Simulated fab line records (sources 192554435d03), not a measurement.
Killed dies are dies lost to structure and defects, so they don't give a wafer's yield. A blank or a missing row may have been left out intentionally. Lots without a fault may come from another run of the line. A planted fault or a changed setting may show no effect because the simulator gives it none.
Matching of chambers || flow n5Finfet || N5_BEOL_M5_ETCH_75 on rieDiel-01 has 4 sister chambers
The step etches underlayer in N2/H2, target depth 6.5 nm, time 5.2 s. 24 wafers are shown with their chamber, then 12 later ones without.

## WAFERS PAIRED WITH THEIR CHAMBERS
{"wafer": "L074.1", "chamber": 1, "drypumpMotorCurrentA (A)": 5.5, "showerheadPlenumPTorr (Torr)": 2.59, "throttleValvePct (%)": 17.49}
{"wafer": "L074.2", "chamber": 0, "drypumpMotorCurrentA (A)": 6.7, "showerheadPlenumPTorr (Torr)": 2.71, "throttleValvePct (%)": 17.83}
{"wafer": "L074.6", "chamber": 2, "drypumpMotorCurrentA (A)": 5.3, "showerheadPlenumPTorr (Torr)": 2.49, "throttleValvePct (%)": 17.70}
{"wafer": "L075.2", "chamber": 2, "drypumpMotorCurrentA (A)": 5.3, "showerheadPlenumPTorr (Torr)": 2.49, "throttleValvePct (%)": 17.72}
{"wafer": "L075.3", "chamber": 0, "drypumpMotorCurrentA (A)": 6.8, "showerheadPlenumPTorr (Torr)": 2.71, "throttleValvePct (%)": 17.81}
{"wafer": "L075.6", "chamber": 0, "drypumpMotorCurrentA (A)": 6.7, "showerheadPlenumPTorr (Torr)": 2.71, "throttleValvePct (%)": 17.81}
{"wafer": "L077.2", "chamber": 3, "drypumpMotorCurrentA (A)": 5.2, "showerheadPlenumPTorr (Torr)": 2.57, "throttleValvePct (%)": 17.97}
{"wafer": "L077.3", "chamber": 1, "drypumpMotorCurrentA (A)": 5.5, "showerheadPlenumPTorr (Torr)": 2.58, "throttleValvePct (%)": 17.48}
{"wafer": "L077.6", "chamber": 1, "drypumpMotorCurrentA (A)": 5.5, "showerheadPlenumPTorr (Torr)": 2.59, "throttleValvePct (%)": 17.49}
{"wafer": "L081.3", "chamber": 3, "drypumpMotorCurrentA (A)": 5.2, "showerheadPlenumPTorr (Torr)": 2.57, "throttleValvePct (%)": 17.99}
{"wafer": "L081.4", "chamber": 0, "drypumpMotorCurrentA (A)": 6.8, "showerheadPlenumPTorr (Torr)": 2.71, "throttleValvePct (%)": 17.85}
{"wafer": "L081.5", "chamber": 1, "drypumpMotorCurrentA (A)": 5.5, "showerheadPlenumPTorr (Torr)": 2.58, "throttleValvePct (%)": 17.49}
{"wafer": "L084.2", "chamber": 3, "drypumpMotorCurrentA (A)": 5.2, "showerheadPlenumPTorr (Torr)": 2.57, "throttleValvePct (%)": 18.00}
{"wafer": "L084.4", "chamber": 0, "drypumpMotorCurrentA (A)": 6.8, "showerheadPlenumPTorr (Torr)": 2.70, "throttleValvePct (%)": 17.84}
{"wafer": "L084.5", "chamber": 1, "drypumpMotorCurrentA (A)": 5.5, "showerheadPlenumPTorr (Torr)": 2.58, "throttleValvePct (%)": 17.54}
{"wafer": "L087.1", "chamber": 3, "drypumpMotorCurrentA (A)": 5.2, "showerheadPlenumPTorr (Torr)": 2.57, "throttleValvePct (%)": 18.00}
{"wafer": "L087.3", "chamber": 1, "drypumpMotorCurrentA (A)": 5.5, "showerheadPlenumPTorr (Torr)": 2.58, "throttleValvePct (%)": 17.53}
{"wafer": "L087.6", "chamber": 3, "drypumpMotorCurrentA (A)": 5.2, "showerheadPlenumPTorr (Torr)": 2.57, "throttleValvePct (%)": 18.02}
{"wafer": "L088.1", "chamber": 0, "drypumpMotorCurrentA (A)": 6.7, "showerheadPlenumPTorr (Torr)": 2.70, "throttleValvePct (%)": 17.85}
{"wafer": "L088.5", "chamber": 0, "drypumpMotorCurrentA (A)": 6.8, "showerheadPlenumPTorr (Torr)": 2.70, "throttleValvePct (%)": 17.89}
{"wafer": "L088.6", "chamber": 3, "drypumpMotorCurrentA (A)": 5.2, "showerheadPlenumPTorr (Torr)": 2.57, "throttleValvePct (%)": 17.99}
{"wafer": "L091.1", "chamber": 2, "drypumpMotorCurrentA (A)": 5.3, "showerheadPlenumPTorr (Torr)": 2.47, "throttleValvePct (%)": 17.79}
{"wafer": "L091.2", "chamber": 0, "drypumpMotorCurrentA (A)": 6.7, "showerheadPlenumPTorr (Torr)": 2.70, "throttleValvePct (%)": 17.90}
{"wafer": "L091.4", "chamber": 1, "drypumpMotorCurrentA (A)": 5.5, "showerheadPlenumPTorr (Torr)": 2.57, "throttleValvePct (%)": 17.54}

SIGNATURES (averages over the wafers above)
{"reading": "drypumpMotorCurrentA", "chamber 0": 6.750, "chamber 1": 5.500, "chamber 2": 5.300, "chamber 3": 5.200, "scatter within a chamber": 0.0316}
{"reading": "showerheadPlenumPTorr", "chamber 0": 2.7050, "chamber 1": 2.5814, "chamber 2": 2.4833, "chamber 3": 2.5700, "scatter within a chamber": 0.00613}
{"reading": "throttleValvePct", "chamber 0": 17.8475, "chamber 1": 17.5086, "chamber 2": 17.7367, "chamber 3": 17.9950, "scatter within a chamber": 0.0299}
Rule: distance of a wafer from a chamber = root of the sum over the readings of ((wafer's reading minus chamber's mean) / reading's scatter) squared. If the next closest chamber is less than 2 further off than the closest, the wafer can't be placed; otherwise it belongs to the closest. The scatter is the square root of a quotient: the sum, over the shown wafers, of each reading's squared deviation from its chamber's mean, divided by wafers minus chambers.

## WAFERS WITH NO CHAMBER GIVEN
{"wafer": "L090.2", "drypumpMotorCurrentA (A)": 5.2, "showerheadPlenumPTorr (Torr)": 2.56, "throttleValvePct (%)": 18.03}
{"wafer": "L090.5", "drypumpMotorCurrentA (A)": 5.5, "showerheadPlenumPTorr (Torr)": 2.57, "throttleValvePct (%)": 17.54}
{"wafer": "L090.6", "drypumpMotorCurrentA (A)": 6.7, "showerheadPlenumPTorr (Torr)": 2.70, "throttleValvePct (%)": 17.86}
{"wafer": "L092.2", "drypumpMotorCurrentA (A)": 6.8, "showerheadPlenumPTorr (Torr)": 2.70, "throttleValvePct (%)": 17.87}
{"wafer": "L092.3", "drypumpMotorCurrentA (A)": 5.3, "showerheadPlenumPTorr (Torr)": 2.47, "throttleValvePct (%)": 17.80}
{"wafer": "L092.4", "drypumpMotorCurrentA (A)": 5.2, "showerheadPlenumPTorr (Torr)": 2.56, "throttleValvePct (%)": 18.04}
{"wafer": "L094.2", "drypumpMotorCurrentA (A)": 5.3, "showerheadPlenumPTorr (Torr)": 2.47, "throttleValvePct (%)": 17.76}
{"wafer": "L094.3", "drypumpMotorCurrentA (A)": 6.7, "showerheadPlenumPTorr (Torr)": 2.69, "throttleValvePct (%)": 17.91}
{"wafer": "L094.5", "drypumpMotorCurrentA (A)": 5.2, "showerheadPlenumPTorr (Torr)": 2.56, "throttleValvePct (%)": 18.05}
{"wafer": "L097.1", "drypumpMotorCurrentA (A)": 5.5, "showerheadPlenumPTorr (Torr)": 2.57, "throttleValvePct (%)": 17.55}
{"wafer": "L097.3", "drypumpMotorCurrentA (A)": 6.7, "showerheadPlenumPTorr (Torr)": 2.69, "throttleValvePct (%)": 17.89}
{"wafer": "L097.4", "drypumpMotorCurrentA (A)": 5.2, "showerheadPlenumPTorr (Torr)": 2.56, "throttleValvePct (%)": 18.05}

## EACH ONE'S CHAMBER
{"wafer": "L090.2", "from the rows above": 3, "in truth": 3}
{"wafer": "L090.5", "from the rows above": 1, "in truth": 1}
{"wafer": "L090.6", "from the rows above": 0, "in truth": 0}
{"wafer": "L092.2", "from the rows above": 0, "in truth": 0}
{"wafer": "L092.3", "from the rows above": 2, "in truth": 2}
{"wafer": "L092.4", "from the rows above": 3, "in truth": 3}
{"wafer": "L094.2", "from the rows above": 2, "in truth": 2}
{"wafer": "L094.3", "from the rows above": 0, "in truth": 0}
{"wafer": "L094.5", "from the rows above": 3, "in truth": 3}
{"wafer": "L097.1", "from the rows above": 1, "in truth": 1}
{"wafer": "L097.3", "from the rows above": 0, "in truth": 0}
{"wafer": "L097.4", "from the rows above": 3, "in truth": 3}
Placed correctly: 12 of 12. Number that these rows cannot place: 0. 0 placed wrongly.
